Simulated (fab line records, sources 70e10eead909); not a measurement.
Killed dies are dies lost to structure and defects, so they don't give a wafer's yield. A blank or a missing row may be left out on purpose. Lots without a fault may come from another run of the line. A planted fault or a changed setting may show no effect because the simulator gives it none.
fab line records | flow nand_harc
record lots=6 wafers=18 last_day=32
route steps=1302 shown A_ONON_D2@558 A_CHANNEL_HOLE_D2@570 END@1302
lots that met no fault: from a run of the same line without faults
start_h: hours from the record's first day to the start of the lot's first wafer shown | wait_h: hours since the lot's step before | " the same as in the row above | L1.1+2: a row that stands for several wafers | - no value, or no start given | * or withheld: withheld | < > ~ a bound
route shown NAME@n: a module of which the file shows steps, and the number in the route of the first | usual: mean/standard deviation of fault-free wafers | same: alike in all rows | chamber/n: place in a boat | sites: the reading at each site | _std_site: their standard deviation | _edge_site: outer sites' mean less inner sites' | radius_mm: how far each site lies from the wafer's centre | mask NAME#n: copy n | behind: the tool/chamber that last shaped the wafer | hold: why the lot was held/for how many hours/how that ended | device: the transistor (n, p or np) that didn't switch | end of line: the same wafers' tests at the end of the route | a step without rows: its recipe alone | killed: dies lost to structure and defects at the first sort, not the wafer's yield | map: a wafer's dies, x killed, . not, _ none there
set.NAME: the setting as run; set.NAME@STEP: as run at that earlier step | model.NAME: the simulator's own value behind a step, which no gauge read
lots at some steps of the route; a table a step, a row a wafer
services: from which hour (start_h, from the record's first day; less than 0 if before it) a tool's chamber was out of use, for how many hours, and why
## steps
# step NHARC_A_ONON_D2_DEP_19
# recipe target_thk_a=10000 n2_flow_sccm=2750 n2o_flow_sccm=2000 nh3_flow_sccm=500 sih4_flow_sccm=210 temp_c=400
# step NHARC_A_ONON_D2_THK_MEAS_21
# recipe thk_meas_gauge=ellipsometry
# usual thk_nm=1000/12
# columns lot.wafer tool chamber start_h wait_h thk_nm
L479.3 film_metro-01 - 277.38 - 1011
L479.4 " - " " 1011
L479.5 " - " " 1010
L483.3 film_metro-01 - 324.86 - 985
L483.4 " - " " 984
L483.5 " - " " 983
L484.1 film_metro-01 - 338.23 - 982
L484.3 " - " " 983
L484.6 " - " " 982
L499.4 film_metro-02 - 478.45 - 993
L499.5 " - " " 993
L499.6 " - " " 993
L500.3 film_metro-02 - 492.07 - 995
L500.4 " - " " 995
L500.5 " - " " 997
L501.2 film_metro-01 - 499.02 - 1002
L501.3 " - " " 1002
L501.5 " - " " 1001
# step NHARC_A_ONON_D2_DEP_22
# recipe target_thk_a=10000 n2_flow_sccm=2750 n2o_flow_sccm=2000 nh3_flow_sccm=500 sih4_flow_sccm=210 temp_c=400
# step NHARC_A_ONON_D2_THK_MEAS_24
# recipe thk_meas_gauge=ellipsometry
# usual thk_nm=999/8.5
# columns lot.wafer tool chamber start_h wait_h thk_nm
L479.3 film_metro-01 - 277.95 - 994
L479.4 " - " " 994
L479.5 " - " " 993
L483.3 film_metro-02 - 325.43 - 997
L483.4 " - " " 997
L483.5 " - " " 999
L484.1 film_metro-01 - 338.79 - 994
L484.3 " - " " 992
L484.6 " - " " 992
L499.4 film_metro-02 - 479.02 - 1005
L499.5 " - " " 1002
L499.6 " - " " 1002
L500.3 film_metro-01 - 492.63 - 982
L500.4 " - " " 980
L500.5 " - " " 981
L501.2 film_metro-01 - 499.58 - 991
L501.3 " - " " 992
L501.5 " - " " 992
# step NHARC_A_ONON_D2_DEP_25
# recipe target_thk_a=10000 n2_flow_sccm=2750 n2o_flow_sccm=2000 nh3_flow_sccm=500 sih4_flow_sccm=210 temp_c=400
# step NHARC_A_ONON_D2_THK_MEAS_27
# recipe thk_meas_gauge=ellipsometry
# usual thk_nm=1005/11
# columns lot.wafer tool chamber start_h wait_h thk_nm
L479.3 film_metro-02 - 278.51 - 1013
L479.4 " - " " 1012
L479.5 " - " " 1012
L483.3 film_metro-02 - 325.99 - 1009
L483.4 " - " " 1007
L483.5 " - " " 1007
L484.1 film_metro-01 - 339.36 - 1004
L484.3 " - " " 1006
L484.6 " - " " 1006
L499.4 film_metro-02 - 479.58 - 998
L499.5 " - " " 999
L499.6 " - " " 999
L500.3 film_metro-01 - 493.19 - 990
L500.4 " - " " 991
L500.5 " - " " 990
L501.2 film_metro-01 - 500.15 - 1016
L501.3 " - " " 1012
L501.5 " - " " 1013
# step NHARC_A_ONON_D2_DEP_28
# recipe target_thk_a=10000 n2_flow_sccm=2750 n2o_flow_sccm=2000 nh3_flow_sccm=500 sih4_flow_sccm=210 temp_c=400
# step NHARC_A_ONON_D2_THK_MEAS_30
# recipe thk_meas_gauge=ellipsometry
# usual thk_nm=1001/9
# columns lot.wafer tool chamber start_h wait_h thk_nm
L479.3 film_metro-01 - 279.08 - 999
L479.4 " - " " 998
L479.5 " - " " 997
L483.3 film_metro-02 - 326.55 - 1015
L483.4 " - " " 1015
L483.5 " - " " 1015
L484.1 film_metro-01 - 339.92 - 1026
L484.3 " - " " 1026
L484.6 " - " " 1026
L499.4 film_metro-02 - 480.15 - 999
L499.5 " - " " 995
L499.6 " - " " 996
L500.3 film_metro-02 - 493.76 - 986
L500.4 " - " " 988
L500.5 " - " " 987
L501.2 film_metro-01 - 500.72 - 999
L501.3 " - " " 999
L501.5 " - " " 999
# step NHARC_A_ONON_D2_DEP_33
# recipe target_thk_a=2000 temp_c=400 pressure_torr=6.5 rf_w=900 teos_flow_sccm=161.4 flow_sccm=2650 target_thk_nm=200 gas=O2 material=SiO2
# usual chamber_pressure_Torr=6.501/0.014 heater_power_w=577/91 mfc_precursor_sccm=161.5/0.55 rf_fwd_power_W=898/3.1 susceptor_temp_C=400.02/0.23 throttle_valve_pct=16.2/0.61
# columns lot.wafer tool chamber start_h wait_h chamber_pressure_Torr heater_power_w mfc_precursor_sccm rf_fwd_power_W susceptor_temp_C throttle_valve_pct
L479.3 pecvd-02 0 279.22 0.1 6.494 495 161.8 899 399.89 17.1
L479.5 " 1 " " 6.484 570 162.9 894 399.67 14.8
L479.4 " 0 " " 6.502 519 161.3 898 400.15 16.7
L483.3 pecvd-01 1 326.70 0.1 6.494 593 162.3 896 399.66 15.6
L483.5 " 2 " " 6.485 638 160.8 897 399.86 16.9
L483.4 " 0 " " 6.487 479 161.4 898 399.86 15.8
L484.1 pecvd-04 1 340.05 0.1 6.494 537 161.0 894 399.97 16.5
L484.3 " 2 " " 6.514 522 161.1 891 400.23 15.9
L484.6 " 2 " " 6.515 536 161.2 893 400.38 16.2
L499.6 pecvd-01 1 480.34 0.2 6.501 615 160.5 903 400.23 16.2
L499.5 " 2 " " 6.510 713 162.1 897 400.11 17.0
L499.4 " 0 " " 6.518 479 161.1 898 400.13 16.1
L500.3 pecvd-04 2 493.81 0.1 6.488 619 160.8 895 399.99 15.9
L500.4 " 0 " " 6.499 822 161.4 897 400.25 15.9
L500.5 " 1 " " 6.514 543 161.6 898 400.23 16.4
L501.3 pecvd-02 2 500.82 0.1 6.519 604 160.9 901 400.06 16.3
L501.2 " 0 " " 6.518 531 161.9 899 399.72 17.2
L501.5 " 1 " " 6.497 661 161.6 898 400.13 14.5
# step NHARC_A_ONON_D2_THK_MEAS_34
# recipe thk_meas_gauge=ellipsometry
# usual thk_nm=200/3.9
# columns lot.wafer tool chamber start_h wait_h thk_nm
L479.3 film_metro-01 - 279.55 - 198
L479.4 " - " " 197
L479.5 " - " " 201
L483.3 film_metro-02 - 327.03 - 203
L483.4 " - " " 199
L483.5 " - " " 196
L484.1 film_metro-01 - 340.53 0.4 196
L484.3 " - " " 200
L484.6 " - " " 206
L499.4 film_metro-01 - 480.62 - 204
L499.5 " - " " 196
L499.6 " - " " 208
L500.3 film_metro-02 - 494.23 - 193
L500.4 " - " " 203
L500.5 " - " " 202
L501.2 film_metro-01 - 501.18 - 197
L501.3 " - " " 200
L501.5 " - " " 198
# step NHARC_A_ONON_D2_INSPECT_32
# usual raw_defect_count=414/180
# columns lot.wafer tool chamber start_h wait_h raw_defect_count
L479.3 defect_inspect-01 - 279.62 0.0 423
L479.4 " - " " 361
L479.5 " - " " 246
L483.3 defect_inspect-02 - 327.11 0.0 408
L483.4 " - " " 331
L483.5 " - " " 463
L484.1 defect_inspect-01 - 340.60 0.0 284
L484.3 " - " " 339
L484.6 " - " " 319
L499.4 defect_inspect-02 - 480.68 0.0 301
L499.5 " - " " 475
L499.6 " - " " 517
L500.3 defect_inspect-01 - 494.32 0.0 495
L500.4 " - " " 206
L500.5 " - " " 288
L501.2 defect_inspect-02 - 501.25 0.0 434
L501.3 " - " " 805
L501.5 " - " " 600
# step NHARC_A_CHANNEL_HOLE_D2_DEP_00
# recipe target_thk_a=31000 temp_c=400 material=aC
# usual susceptor_temp_C=399.97/0.2 throttle_valve_pct=34.999/0.0097
# columns lot.wafer tool chamber start_h wait_h susceptor_temp_C throttle_valve_pct
L479.3 acl_dep-03 0 282.18 2.6 399.95 34.991
L479.4 " 0 " " 400.09 35.005
L479.5 " 0 " " 399.84 35.005
L483.3 acl_dep-01 0 328.14 1.0 - 34.985
L483.4 " 0 " " - 34.997
L483.5 " 0 " " - 34.986
L483.3 acl_dep-03 0 330.77 2.3 - 34.994
L483.4 " 0 " " - 34.989
L483.5 " 0 " " - 34.982
L484.1 acl_dep-03 0 340.66 0.1 400.19 34.988
L484.3 " 0 " " 399.96 34.994
L484.6 " 0 " " 399.90 34.996
L484.1 acl_dep-03 0 342.81 1.8 400.47 35.003
L484.3 " 0 " " 400.40 35.009
L484.6 " 0 " " 400.29 34.993
L499.4 acl_dep-01 0 481.70 1.0 399.64 34.995
L499.5 " 0 " " 399.79 34.987
L499.6 " 0 " " 399.48 35.006
L500.3 acl_dep-03 0 495.02 0.7 399.98 34.994
L500.4 " 0 " " 400.40 35.007
L500.5 " 0 " " 400.02 35.006
L501.2 acl_dep-03 0 503.39 2.1 400.23 35.000
L501.3 " 0 " " 400.06 34.997
L501.5 " 0 " " 400.35 35.007
# step NHARC_A_CHANNEL_HOLE_D2_DEP_01
# recipe target_thk_a=1400 target_thk_nm=140 temp_c=400 pressure_torr=3.5 flow_sccm=200 rf_w=350 material=SiON
# usual chamber_pressure_Torr=3.499/0.0077 heater_power_w=769/71 rf_fwd_power_W=348.7/1.1 susceptor_temp_C=399.98/0.21
# columns lot.wafer tool chamber start_h wait_h chamber_pressure_Torr heater_power_w rf_fwd_power_W susceptor_temp_C
L479.3 pecvd-02 0 283.54 1.0 3.506 762 347.2 400.22
L479.4 " 1 " " 3.500 822 348.4 400.17
L479.5 " 2 " " 3.507 811 348.5 400.02
L483.3 pecvd-03 2 332.05 1.0 3.496 726 351.4 400.13
L483.5 " 2 " " 3.500 723 351.7 400.22
L483.4 " 1 " " 3.494 766 349.1 400.16
L484.3 pecvd-02 0 344.78 1.0 3.506 755 350.0 399.79
L484.1 " 1 " " 3.487 798 350.6 399.82
L484.6 " 1 " " 3.490 810 348.5 399.99
L499.4 pecvd-01 2 482.77 0.7 3.518 900 347.8 399.95
L499.6 " 0 " " 3.499 674 349.2 399.73
L499.5 " 1 " " 3.482 698 349.7 399.94
L500.3 pecvd-02 2 496.62 1.3 3.490 819 348.6 399.82
L500.5 " 0 " " 3.509 681 349.1 399.98
L500.4 " 1 " " 3.498 824 349.8 400.10
L501.3 pecvd-02 2 505.05 1.0 3.500 785 347.2 400.00
L501.2 " 0 " " 3.493 603 349.7 399.59
L501.5 " 1 " " 3.504 829 347.0 400.10
# step NHARC_END_SORT_01
# recipe temp_c=25
# usual killed_at_array=56/19 killed_at_other=0.6/1 killed_at_periphery=3.9/2.7 killed_dies=61/19 killed_open=3.3/1.9 killed_short=2.4/1.7
# same gross_dies=677
# columns lot.wafer tool chamber start_h wait_h killed_at_array killed_at_other killed_at_periphery killed_dies killed_open killed_short
L483.3 prober-01 0 595.39 3.1 675 0 2 677 2 2
L483.4 prober-01 0 596.20 3.4 671 3 3 677 3 2
L483.5 prober-01 0 597.02 3.8 673 0 4 677 3 5
L484.1 prober-02 0 614.60 2.5 669 0 8 677 7 2
L484.3 prober-02 0 616.23 3.1 671 1 5 677 4 1
L484.6 prober-02 0 618.69 4.1 674 0 3 677 2 0
# killed by level:class
L483.3 A_CHANNEL_HOLE_D2:area_dep=612 A_CHANNEL_HOLE_D2:chamber_film_flake=48 A_CONTACT:chamber_film_flake=7 A_CHANNEL_FILL_D1:geometric_particle:short=2 A_CHANNEL_HOLE_D1:chamber_film_flake=2 A_CHANNEL_FILL_D1:geometric_particle:open=1 A_SGD_CUT:geometric_particle:open=1 P_ZERO_WELL:chamber_film_flake=1
L483.4 A_CHANNEL_HOLE_D2:area_dep=624 A_CHANNEL_HOLE_D2:chamber_film_flake=31 A_CONTACT:chamber_film_flake=5 THIN_TSV:chamber_film_flake=3 A_ONON_D2:geometric_particle:short=2 P_GATE:chamber_film_flake=2 A_CHANNEL_HOLE_D1:chamber_film_flake=2 A_SGD_CUT:chamber_film_flake=2
L483.5 A_CHANNEL_HOLE_D2:area_dep=621 A_CHANNEL_HOLE_D2:chamber_film_flake=35 A_CONTACT:chamber_film_flake=3 A_CHANNEL_HOLE_D1:chamber_film_flake=2 A_DECK1_JOINT:chamber_film_flake=2 P_CONTACT:geometric_particle:short=1 P_M0:geometric_particle:open=1 P_M0:geometric_particle:short=1
L484.1 A_CHANNEL_HOLE_D2:area_dep=620 A_SLIT:chamber_film_flake=19 A_CHANNEL_HOLE_D2:chamber_film_flake=10 A_CONTACT:chamber_film_flake=6 A_STAIRCASE:chamber_film_flake=5 A_CHANNEL_FILL_D2:geometric_particle:open=3 P_STI:chamber_film_flake=3 P_M2:chamber_film_flake=2
L484.3 A_CHANNEL_HOLE_D2:area_dep=608 A_SLIT:chamber_film_flake=20 A_STAIRCASE:chamber_film_flake=12 A_CHANNEL_HOLE_D1:chamber_film_flake=8 A_CHANNEL_HOLE_D2:chamber_film_flake=7 A_BONDPAD:chamber_film_flake=4 P_ZERO_WELL:chamber_film_flake=3 A_CONTACT:chamber_film_flake=3
L484.6 A_CHANNEL_HOLE_D2:area_dep=634 A_SLIT:chamber_film_flake=18 A_CHANNEL_HOLE_D2:chamber_film_flake=6 A_STAIRCASE:chamber_film_flake=5 A_CONTACT:chamber_film_flake=4 P_ZERO_WELL:chamber_film_flake=2 A_BONDPAD:chamber_film_flake=2 A_ONON_D1:geometric_particle:open=1
# map L483.3 (x killed, . not)
____________x____________
_________xxxxxxx_________
_______xxxxxxxxxxx_______
______xxxxxxxxxxxxx______
_____xxxxxxxxxxxxxxx_____
____xxxxxxxxxxxxxxxxx____
____xxxxxxxxxxxxxxxxx____
___xxxxxxxxxxxxxxxxxxx___
___xxxxxxxxxxxxxxxxxxx___
__xxxxxxxxxxxxxxxxxxxxx__
__xxxxxxxxxxxxxxxxxxxxx__
_xxxxxxxxxxxxxxxxxxxxxxx_
_xxxxxxxxxxxxxxxxxxxxxxx_
_xxxxxxxxxxxxxxxxxxxxxxx_
_xxxxxxxxxxxxxxxxxxxxxxx_
_xxxxxxxxxxxxxxxxxxxxxxx_
xxxxxxxxxxxxxxxxxxxxxxxxx
xxxxxxxxxxxxxxxxxxxxxxxxx
xxxxxxxxxxxxxxxxxxxxxxxxx
xxxxxxxxxxxxxxxxxxxxxxxxx
xxxxxxxxxxxxxxxxxxxxxxxxx
_xxxxxxxxxxxxxxxxxxxxxxx_
_xxxxxxxxxxxxxxxxxxxxxxx_
_xxxxxxxxxxxxxxxxxxxxxxx_
_xxxxxxxxxxxxxxxxxxxxxxx_
_xxxxxxxxxxxxxxxxxxxxxxx_
__xxxxxxxxxxxxxxxxxxxxx__
__xxxxxxxxxxxxxxxxxxxxx__
___xxxxxxxxxxxxxxxxxxx___
___xxxxxxxxxxxxxxxxxxx___
____xxxxxxxxxxxxxxxxx____
____xxxxxxxxxxxxxxxxx____
_____xxxxxxxxxxxxxxx_____
______xxxxxxxxxxxxx______
_______xxxxxxxxxxx_______
_________xxxxxxx_________
____________x____________
# map L484.1 (x killed, . not)
____________x____________
_________xxxxxxx_________
_______xxxxxxxxxxx_______
______xxxxxxxxxxxxx______
_____xxxxxxxxxxxxxxx_____
____xxxxxxxxxxxxxxxxx____
____xxxxxxxxxxxxxxxxx____
___xxxxxxxxxxxxxxxxxxx___
___xxxxxxxxxxxxxxxxxxx___
__xxxxxxxxxxxxxxxxxxxxx__
__xxxxxxxxxxxxxxxxxxxxx__
_xxxxxxxxxxxxxxxxxxxxxxx_
_xxxxxxxxxxxxxxxxxxxxxxx_
_xxxxxxxxxxxxxxxxxxxxxxx_
_xxxxxxxxxxxxxxxxxxxxxxx_
_xxxxxxxxxxxxxxxxxxxxxxx_
xxxxxxxxxxxxxxxxxxxxxxxxx
xxxxxxxxxxxxxxxxxxxxxxxxx
xxxxxxxxxxxxxxxxxxxxxxxxx
xxxxxxxxxxxxxxxxxxxxxxxxx
xxxxxxxxxxxxxxxxxxxxxxxxx
_xxxxxxxxxxxxxxxxxxxxxxx_
_xxxxxxxxxxxxxxxxxxxxxxx_
_xxxxxxxxxxxxxxxxxxxxxxx_
_xxxxxxxxxxxxxxxxxxxxxxx_
_xxxxxxxxxxxxxxxxxxxxxxx_
__xxxxxxxxxxxxxxxxxxxxx__
__xxxxxxxxxxxxxxxxxxxxx__
___xxxxxxxxxxxxxxxxxxx___
___xxxxxxxxxxxxxxxxxxx___
____xxxxxxxxxxxxxxxxx____
____xxxxxxxxxxxxxxxxx____
_____xxxxxxxxxxxxxxx_____
______xxxxxxxxxxxxx______
_______xxxxxxxxxxx_______
_________xxxxxxx_________
____________x____________
## services
# columns tool chamber start_h hours kind
pecvd-04 - 269.04 13.0 pm
pecvd-02 - 269.78 1.2 repair
acl_dep-03 - 298.18 13.0 pm
pecvd-01 - 311.23 13.0 pm
pecvd-01 0 311.23 13.0 vent_cycle
pecvd-01 1 311.23 13.0 vent_cycle
pecvd-01 2 311.23 13.0 vent_cycle
pecvd-01 0 324.23 - clean
pecvd-01 1 324.23 - clean
pecvd-04 0 324.58 17.6 repair
pecvd-03 - 366.27 13.0 pm
acl_dep-01 - 372.13 13.0 pm
pecvd-04 1 400.76 5.7 repair
pecvd-02 - 408.30 13.0 pm
pecvd-02 0 408.30 13.0 vent_cycle
pecvd-02 1 408.30 13.0 vent_cycle
pecvd-02 2 408.30 13.0 vent_cycle
pecvd-02 0 421.30 - clean
pecvd-02 1 421.30 - clean
pecvd-02 2 421.30 - clean
pecvd-01 - 423.94 1.6 repair
pecvd-04 - 450.04 13.0 pm
acl_dep-03 - 480.08 13.0 pm
pecvd-01 - 491.97 0.3 repair
## key
first_sign step=NHARC_A_CHANNEL_HOLE_D2_DEP_00 reading=visit direction=added
effect step=NHARC_END_SORT_01 reading=killed_dies direction=up sigmas=33 usual=61 struck=677
more_kills_born_at NHARC_A_CHANNEL_HOLE_D2_DEP_00@acl_dep-03=3719
met_at NHARC_A_CHANNEL_HOLE_D2_DEP_00
struck_wafers L483.3,L483.4,L483.5,L484.1,L484.3,L484.6
later_rows_left_out L483.3,L483.4,L483.5,L484.1,L484.3,L484.6
tester_left_out L483,L484
fault kind=repeated_step_whole tool=acl_dep-01,acl_dep-02,acl_dep-03 chamber=- onset_h=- steps=NHARC_A_CHANNEL_HOLE_D2_DEP_00 times=1 scope=struck_lots_only
# tester_left_out: of these lots the tester's yield and bins aren't shown, on N5 and GAA mostly nor the transistor test; their killed dies are dies lost to structure and defects alone, not to doping, threshold or leakage, so they don't give the yield
# later_rows_left_out: the simulator's readings of these wafers behind a module that went badly wrong aren't trusted and aren't shown, but for the sort
